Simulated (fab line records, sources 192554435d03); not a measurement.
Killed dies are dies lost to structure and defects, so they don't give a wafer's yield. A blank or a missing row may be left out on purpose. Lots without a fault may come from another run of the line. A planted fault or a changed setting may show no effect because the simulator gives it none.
A struck lot beside a sound one | flow n5_finfet | 16 steps out of a route of 1938
Sound: wafers L990.1, L990.5, L990.6. Struck: wafer L999.2. (L999.1, L999.3 of the same lot were not struck and are left out.) The cause comes at the end.
At each step with rows: each side's tool, then ch and its chambers, then its first start. Under that, the readings that differ: sound wafers | struck wafers | difference of the means | sigmas: that difference in standard deviations of wafers without a fault.
alike: readings whose means differ by less than 2 such deviations, and words and numbers that are the same on both sides. not compared: withheld readings, readings that some wafer has no value for, bounds like >300 that may hide the same value, and numbers for which the record gives no deviation and whose values overlap.
The two part at a step that has a row with sigmas, a row that says differs or no value, or rows on one side only. Numbers that don't overlap but have no deviation are shown without sigmas and don't part them. A reading that every wafer of one side lacks parts them only if that side has two wafers or more.

N5_BEOL_M8_HM_DEP_02: deposits TiN, target thk 20 nm.
  sound on pvd_sputter-03, day 12 11:43; struck on pvd_sputter-03, day 14 05:24
  alike: substrate_temp_c, throttle_valve_pct
then, 8 steps without rows for these wafers: N5_BEOL_M8_COAT_59 (time 60 s, resist thk 100 nm); N5_BEOL_M8_COAT_60 (time 60 s, resist thk 35 nm); N5_BEOL_M8_COAT_05 (resist thk 90 nm); N5_BEOL_M8_EBR_07; N5_BEOL_M8_SOFTBAKE_06 (time 60 s); N5_BEOL_M8_EXPOSE_08 (exposes mask M8); N5_BEOL_M8_PEB_09 (peb time 60 s); N5_BEOL_M8_DEVELOP_10 (develop time 30 s).
N5_BEOL_M8_CD_MEAS_11: target cd 38.5 nm.
  sound on cd_sem-01 ch 0, day 12 12:05; struck on cd_sem-02 ch 0, day 14 05:53
  alike: cd_nm
N5_BEOL_M8_OVL_MEAS_12:
  sound on overlay-01 ch 0, day 12 12:07; struck on overlay-01 ch 0, day 14 05:56
  alike: M8_OVL
N5_BEOL_M8_INSPECT_13: inspects for defects (brightfield).
  sound on defect_inspect-02, day 12 12:08; struck on defect_inspect-02, day 14 05:57
  alike: raw_defect_count
N5_BEOL_M8_DESCUM_16: chemistry O2, time 7.9 s.
  sound on rie_diel-02 ch 0,2,3, day 12 12:10; struck on rie_diel-02 ch 3, day 14 05:59
  reading                                      | sound          | struck | difference | sigmas
  oes_product_au (a.u.)                        | 0.82 0.89 0.69 | 0.98   | +0.18      | +3
  model.CAR-ArF_of_BEOL_M8_COAT_05.thk_nm (nm) | 84 84 83.8     | 84.2   | +0.3       |
  alike: drypump_motor_current_A, rf_vpp_V, showerhead_plenum_p_Torr, throttle_valve_pct
  not compared: rf_hours_counter_h
N5_BEOL_M8_ETCH_61: etches SiARC in CF4, target depth 45.5 nm, time 75.8 s.
  sound on rie_diel-02 ch 0,2,3, day 12 12:13; struck on rie_diel-02 ch 3, day 14 06:01
  reading                                      | sound          | struck | difference | sigmas
  oes_product_au (a.u.)                        | 0.71 0.75 0.59 | 0.85   | +0.17      | +3
  model.CAR-ArF_of_BEOL_M8_COAT_05.thk_nm (nm) | 51.2 51.2 51.2 | 51.8   | +0.6       |
  alike: drypump_motor_current_A, etch_rf_on_time_s, rf_vpp_V, showerhead_plenum_p_Torr, throttle_valve_pct
  not compared: rf_hours_counter_h
N5_BEOL_M8_ETCH_62: etches SOC in N2/H2, target depth 110 nm, overetch 22 nm, time 165 s.
  sound on rie_diel-02 ch 0,2,3, day 12 12:16; struck on rie_diel-02 ch 3, day 14 06:04
  reading               | sound          | struck | difference | sigmas
  oes_product_au (a.u.) | 0.70 0.74 0.59 | 0.83   | +0.15      | +3
  alike: drypump_motor_current_A, rf_vpp_V, showerhead_plenum_p_Torr, throttle_valve_pct
  not compared: rf_hours_counter_h
then, 1 step without rows for these wafers: N5_PASSIVATION_PROBE_49.

WHERE THEY PART
First at N5_BEOL_M8_DESCUM_16; last, within this record, at N5_BEOL_M8_ETCH_62.

WHY: what the simulator had put in
Process parameter drift: rie_diel-02, from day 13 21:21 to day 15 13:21, at N5_BEOL_M8_DESCUM_16. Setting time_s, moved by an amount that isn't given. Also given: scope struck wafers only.
